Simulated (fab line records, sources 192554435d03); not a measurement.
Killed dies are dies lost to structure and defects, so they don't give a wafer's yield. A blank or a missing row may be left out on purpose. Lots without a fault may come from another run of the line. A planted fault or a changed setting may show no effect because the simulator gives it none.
Which tool did it? | flow n5_finfet | 8 lots, 24 wafers sampled, at 6 steps of a route of 1938

WHAT THE GAUGES READ, wafer by wafer
N5_BEOL_M2_INSPECT_30: inspects for defects (brightfield).
lot  | measured     | on                | raw_defect_count
L521 | day 7 17:32  | defect_inspect-01 | 446 431 501
L526 | day 8 22:06  | defect_inspect-01 | 457 547 519
L528 | day 9 13:13  | defect_inspect-01 | 467 508 437
L534 | day 10 23:39 | defect_inspect-02 | 905 895 988
L536 | day 11 06:32 | defect_inspect-02 | 944 874 841
L537 | day 11 08:57 | defect_inspect-02 | 522 421 634
L538 | day 11 18:41 | defect_inspect-01 | 421 409 469
L539 | day 12 05:11 | defect_inspect-01 | 460 527 461

N5_BEOL_M4_RC_MEAS_101.
lot  | measured     | on        | DIBL_N (mV/V)  | DIBL_P (mV/V)  | IOFF_N (nA/um) | IOFF_P (nA/um) | ION_N (uA/um) | ION_P (uA/um) | SS_N (mV/dec)  | SS_P (mV/dec)  | VT_N (mV)   | VT_P (mV)
L521 | day 8 22:00  | prober-01 | 36.8 38.7 37.2 | 36.0 38.6 37.3 | 0.17 0.21 0.18 | 0.23 0.28 0.26 | 683 687 692   | 464 473 480   | 71.3 72.1 71.9 | 73.0 74.0 74.4 | 251 247 248 | -249 -245 -245
L526 | day 10 02:01 | prober-02 | 39.1 38.3 41.6 | 39.9 37.7 44.0 | 0.21 0.19 0.27 | 0.28 0.24 0.34 | 685 680 706   | 467 461 480   | 71.8 71.5 73.0 | 74.1 72.9 75.6 | 245 248 244 | -247 -249 -245
L528 | day 10 20:28 | prober-02 | 38.0 37.5 39.2 | 39.3 38.2 40.2 | 0.22 0.17 0.25 | 0.24 0.21 0.26 | 696 675 702   | 471 455 467   | 71.9 72.6 71.9 | 73.7 73.8 73.8 | 245 248 242 | -251 -253 -247
L534 | day 12 06:49 | prober-01 | 38.4 36.5 37.4 | 39.6 37.6 38.9 | 0.22 0.18 0.21 | 0.29 0.25 0.28 | 672 695 703   | 459 473 474   | 73.0 71.3 71.7 | 74.3 74.1 74.2 | 248 248 245 | -246 -246 -244
L536 | day 12 10:40 | prober-02 | 39.6 41.1 36.8 | 38.4 40.5 33.9 | 0.19 0.23 0.14 | 0.25 0.32 0.17 | 683 682 653   | 464 467 449   | 71.9 73.4 71.7 | 74.1 74.8 72.3 | 248 246 255 | -251 -244 -253
L537 | day 13 04:02 | prober-01 | 38.4 36.2 38.8 | 38.8 35.8 39.9 | 0.19 0.15 0.20 | 0.27 0.22 0.29 | 677 662 677   | 475 462 469   | 71.7 71.6 72.2 | 73.7 72.5 73.6 | 246 252 248 | -244 -245 -245
L538 | day 13 07:53 | prober-02 | 40.7 35.8 39.5 | 41.8 35.6 41.2 | 0.23 0.14 0.22 | 0.30 0.20 0.28 | 679 662 677   | 467 462 464   | 72.8 71.7 73.2 | 73.9 73.1 74.6 | 244 252 246 | -248 -252 -249
L539 | day 13 12:40 | prober-01 | 38.2 38.9 34.8 | 37.6 41.0 34.9 | 0.17 0.22 0.12 | 0.22 0.31 0.19 | 663 688 654   | 455 470 460   | 72.4 72.6 71.5 | 73.6 74.6 73.9 | 254 244 257 | -252 -246 -251

WHICH TOOL RAN EACH LOT (tool, then ch and the chambers of the sampled wafers, then the start)
lot  | N5_BEOL_M2_ETCH_63                 | N5_BEOL_M2_STRIP_66                | N5_BEOL_M2_HM_OPEN_17             | N5_BEOL_M2_STRIP_19
L521 | rie_diel-06 ch 0,3, day 7 16:37    | rie_diel-06 ch 0,3, day 7 16:47    | rie_metal-02 ch 0,1, day 7 16:49  | rie_diel-06 ch 1,3, day 7 16:56
L526 | rie_diel-04 ch 0,1,2, day 8 21:14  | rie_diel-04 ch 0,1,2, day 8 21:23  | rie_metal-03 ch 1, day 8 21:26    | rie_diel-04 ch 1,2,3, day 8 21:35
L528 | rie_diel-02 ch 0,2,3, day 9 12:18  | rie_diel-02 ch 0,2,3, day 9 12:28  | rie_metal-02 ch 0,1, day 9 12:30  | rie_diel-06 ch 1,2, day 9 12:37
L534 | rie_diel-02 ch 0,2,3, day 10 22:43 | rie_diel-02 ch 0,2,3, day 10 22:53 | rie_metal-02 ch 0,1, day 10 22:55 | rie_diel-02 ch 0,1,2, day 10 23:02
L536 | rie_diel-02 ch 1,2,3, day 11 05:45 | rie_diel-02 ch 1,2,3, day 11 05:55 | rie_metal-02 ch 0,1, day 11 05:57 | rie_diel-02 ch 1,3, day 11 06:04
L537 | rie_diel-02 ch 1,3, day 11 08:04   | rie_diel-02 ch 1,3, day 11 08:14   | rie_metal-03 ch 0, day 11 08:16   | rie_diel-06 ch 1,3, day 11 08:29
L538 | rie_diel-02 ch 1,2,3, day 11 17:43 | rie_diel-02 ch 1,2,3, day 11 17:53 | rie_metal-03 ch 0, day 11 17:58   | rie_diel-04 ch 0,2,3, day 11 18:12
L539 | rie_diel-06 ch 1,2,3, day 12 04:17 | rie_diel-06 ch 1,2,3, day 12 04:26 | rie_metal-03 ch 0, day 12 04:29   | rie_diel-06 ch 0,1, day 12 04:35
- N5_BEOL_M2_ETCH_63: etches SiARC in CF4, target depth 15.6 nm, time 26 s.
- N5_BEOL_M2_STRIP_66: strips in CF4.
- N5_BEOL_M2_HM_OPEN_17: chemistry Cl2/BCl3, target TiN, target depth 20 nm, overetch 6 nm.
- N5_BEOL_M2_STRIP_19: strips in O2.

WHAT THE TOOLS THEMSELVES READ (means of the sampled wafers that have a number; where no wafer has one, the mark that the record gives instead)
N5_BEOL_M2_ETCH_63.
lot  | tool        | drypump_motor_current_A (A) | etch_rf_on_time_s (s) | oes_product_au (a.u.) | rf_vpp_V (V) | showerhead_plenum_p_Torr (Torr) | throttle_valve_pct (%)
L521 | rie_diel-06 | 5.6                         | 26.2                  | 0.62                  | 183.0        | 2.10                            | 15.65
L526 | rie_diel-04 | 5.7                         | 26.2                  | 0.62                  | 182.8        | 2.12                            | 15.74
L528 | rie_diel-02 | 5.3                         | 25.9                  | 0.65                  | 184.1        | 2.16                            | 15.61
L534 | rie_diel-02 | 5.3                         | 25.8                  | 0.65                  | 184.2        | 2.16                            | 15.65
L536 | rie_diel-02 | 5.2                         | 25.9                  | 0.65                  | 183.4        | 2.10                            | 15.60
L537 | rie_diel-02 | 5.5                         | 25.6                  | 0.64                  | 182.7        | 2.05                            | 15.62
L538 | rie_diel-02 | 5.2                         | 26.0                  | 0.64                  | 183.4        | 2.10                            | 15.61
L539 | rie_diel-06 | 5.7                         | 26.7                  | 0.67                  | 183.7        | 2.09                            | 15.77

N5_BEOL_M2_STRIP_66.
lot  | tool        | drypump_motor_current_A (A) | oes_product_au (a.u.) | rf_vpp_V (V) | showerhead_plenum_p_Torr (Torr) | throttle_valve_pct (%)
L521 | rie_diel-06 | 5.6                         | 0.72                  | 270.5        | 1.75                            | 13.60
L526 | rie_diel-04 | 5.7                         | 0.72                  | 270.9        | 1.77                            | 13.70
L528 | rie_diel-02 | 5.3                         | 0.76                  | 271.4        | 1.82                            | 13.63
L534 | rie_diel-02 | 5.3                         | 0.75                  | 271.8        | 1.81                            | 13.66
L536 | rie_diel-02 | 5.2                         | 0.75                  | 269.7        | 1.77                            | 13.61
L537 | rie_diel-02 | 5.5                         | 0.73                  | 269.7        | 1.73                            | 13.65
L538 | rie_diel-02 | 5.2                         | 0.74                  | 271.5        | 1.76                            | 13.64
L539 | rie_diel-06 | 5.7                         | 0.79                  | 270.1        | 1.76                            | 13.74

N5_BEOL_M2_HM_OPEN_17.
lot  | tool         | drypump_motor_current_A (A) | oes_product_au (a.u.) | throttle_valve_pct (%)
L521 | rie_metal-02 | 5.6                         | 0.65                  | 21.98
L526 | rie_metal-03 | 6.0                         | 0.54                  | 22.67
L528 | rie_metal-02 | 5.6                         | 0.63                  | 22.00
L534 | rie_metal-02 | 5.6                         | 0.63                  | 22.00
L536 | rie_metal-02 | 5.8                         | 0.61                  | 22.16
L537 | rie_metal-03 | 6.0                         | 0.71                  | 22.05
L538 | rie_metal-03 | 5.9                         | 0.69                  | 22.06
L539 | rie_metal-03 | 5.9                         | 0.69                  | 22.07

N5_BEOL_M2_STRIP_19.
lot  | tool        | drypump_motor_current_A (A) | oes_product_au (a.u.) | rf_vpp_V (V) | showerhead_plenum_p_Torr (Torr) | throttle_valve_pct (%)
L521 | rie_diel-06 | 5.7                         | 0.89                  | 4.0          | 2.04                            | 16.55
L526 | rie_diel-04 | 5.5                         | 0.75                  | 3.1          | 2.03                            | 16.79
L528 | rie_diel-06 | 5.7                         | 0.78                  | 4.0          | 2.06                            | 16.87
L534 | rie_diel-02 | 5.4                         | 0.71                  | 3.7          | 2.11                            | 16.68
L536 | rie_diel-02 | 5.3                         | 0.77                  | 3.7          | 2.01                            | 16.65
L537 | rie_diel-06 | 5.7                         | 0.83                  | 3.2          | 2.02                            | 16.63
L538 | rie_diel-04 | 5.9                         | 0.72                  | 3.1          | 2.09                            | 16.82
L539 | rie_diel-06 | 6.0                         | 0.88                  | 3.8          | 2.02                            | 16.61

THE ANSWER, worked out from the rows above alone
Rule: what is usual is taken from the lots themselves. Put in order of their means at a reading, lots are off if they are a third of the lots or fewer, leave a main group of 4 or more, and stand apart from it by a gap of 3 or more times the standard deviation of the main group's means; of several such gaps the widest counts. A main group whose means are all the same, to the digits that the tables above print for the reading, isn't used. A lot without any number at a reading at which 4 lots or more have one is off too. The other lots that the step has rows for count as sound. The gauges are gone through in route order, then the tools' own readings, and for those a lot's mean is taken as printed above. The first step at which some lot is off is used, and at that step the reading that is off furthest; a lot without a number counts as furthest.
Off: L534, L536, at N5_BEOL_M2_INSPECT_30 (raw_defect_count). The main group: mean 480, standard deviation 30.
A tool fits if, at a process step before that reading, it ran every lot that is off, and no sound lot after the first of them. The gauges at N5_BEOL_M2_INSPECT_30 are tried like those tools. Can't be told from this: 2 tools fit, rie_metal-02 at N5_BEOL_M2_HM_OPEN_17, rie_diel-02 at N5_BEOL_M2_STRIP_19.

WHAT THE SIMULATOR HAD PUT IN
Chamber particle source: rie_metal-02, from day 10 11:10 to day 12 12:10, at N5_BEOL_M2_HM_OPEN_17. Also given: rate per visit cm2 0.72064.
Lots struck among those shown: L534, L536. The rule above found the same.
